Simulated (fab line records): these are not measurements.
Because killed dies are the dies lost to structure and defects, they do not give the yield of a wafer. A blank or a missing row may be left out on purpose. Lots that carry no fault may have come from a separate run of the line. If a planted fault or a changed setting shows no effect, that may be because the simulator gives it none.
Matching of chambers | flow n5Finfet | rieDiel-04 running N5_BEOL_M8_STRIP_36: 4 sister chambers
The step strips in N2/H2. 18 wafers are shown with their chamber, then 9 later ones without.

WAFERS, EACH WITH ITS CHAMBER
wafer  | chamber | showerheadPlenumPTorr (Torr) | throttleValvePct (%) | drypumpMotorCurrentA (A)
L075.2 | 2       | 2.46                         | 23.09                | 5.7
L075.4 | 3       | 2.53                         | 23.85                | 5.8
L075.6 | 0       | 2.71                         | 23.70                | 5.7
L076.1 | 0       | 2.70                         | 23.71                | 5.7
L076.2 | 2       | 2.46                         | 23.09                | 5.8
L076.5 | 3       | 2.53                         | 23.84                | 5.8
L079.1 | 0       | 2.70                         | 23.70                | 5.7
L079.2 | 2       | 2.46                         | 23.15                | 5.7
L079.6 | 0       | 2.70                         | 23.69                | 5.8
L078.2 | 2       | 2.46                         | 23.10                | 5.7
L078.4 | 1       | 2.60                         | 23.63                | 6.4
L078.5 | 0       | 2.70                         | 23.73                | 5.7
L081.3 | 1       | 2.60                         | 23.67                | 6.4
L081.4 | 2       | 2.45                         | 23.11                | 5.8
L081.5 | 3       | 2.53                         | 23.89                | 5.8
L080.1 | 2       | 2.45                         | 23.11                | 5.7
L080.3 | 0       | 2.70                         | 23.75                | 5.7
L080.6 | 3       | 2.53                         | 23.89                | 5.8

SIGNATURES (means of the wafers above)
reading               | chamber 0 | chamber 1 | chamber 2 | chamber 3 | scatter within a chamber
showerheadPlenumPTorr | 2.7017    | 2.6000    | 2.4567    | 2.5300    | 0.00393
throttleValvePct      | 23.7133   | 23.6500   | 23.1083   | 23.8675   | 0.0237
drypumpMotorCurrentA  | 5.717     | 6.400     | 5.733     | 5.800     | 0.0393
Rule: a wafer's distance from a chamber is the root of the sum, over the readings, of the square of ((its reading less the chamber's mean) divided by the reading's scatter). The wafer belongs to the nearest chamber; if the next one is less than 2 further off, it can't be placed. The scatter: the root of (the sum of the squares of (reading less its chamber's mean) over the shown wafers, divided by (wafers less chambers)).

WAFERS WITH NO CHAMBER GIVEN
wafer  | showerheadPlenumPTorr (Torr) | throttleValvePct (%) | drypumpMotorCurrentA (A)
L087.3 | 2.52                         | 23.90                | 5.8
L087.5 | 2.52                         | 23.89                | 5.8
L087.6 | 2.69                         | 23.77                | 5.7
L090.2 | 2.45                         | 23.11                | 5.8
L090.3 | 2.52                         | 23.92                | 5.8
L090.4 | 2.45                         | 23.13                | 5.8
L097.1 | 2.68                         | 23.77                | 5.8
L097.2 | 2.51                         | 23.95                | 5.8
L097.3 | 2.58                         | 23.34                | 6.4

EACH ONE'S CHAMBER
wafer  | from the rows above | in truth
L087.3 | 3                   | 3
L087.5 | 3                   | 3
L087.6 | 0                   | 0
L090.2 | 2                   | 2
L090.3 | 3                   | 3
L090.4 | 2                   | 2
L097.1 | 0                   | 0
L097.2 | 3                   | 3
L097.3 | 1                   | 1
9 of 9 placed correctly. Number that these rows cannot place: 0. Wrongly placed: 0.
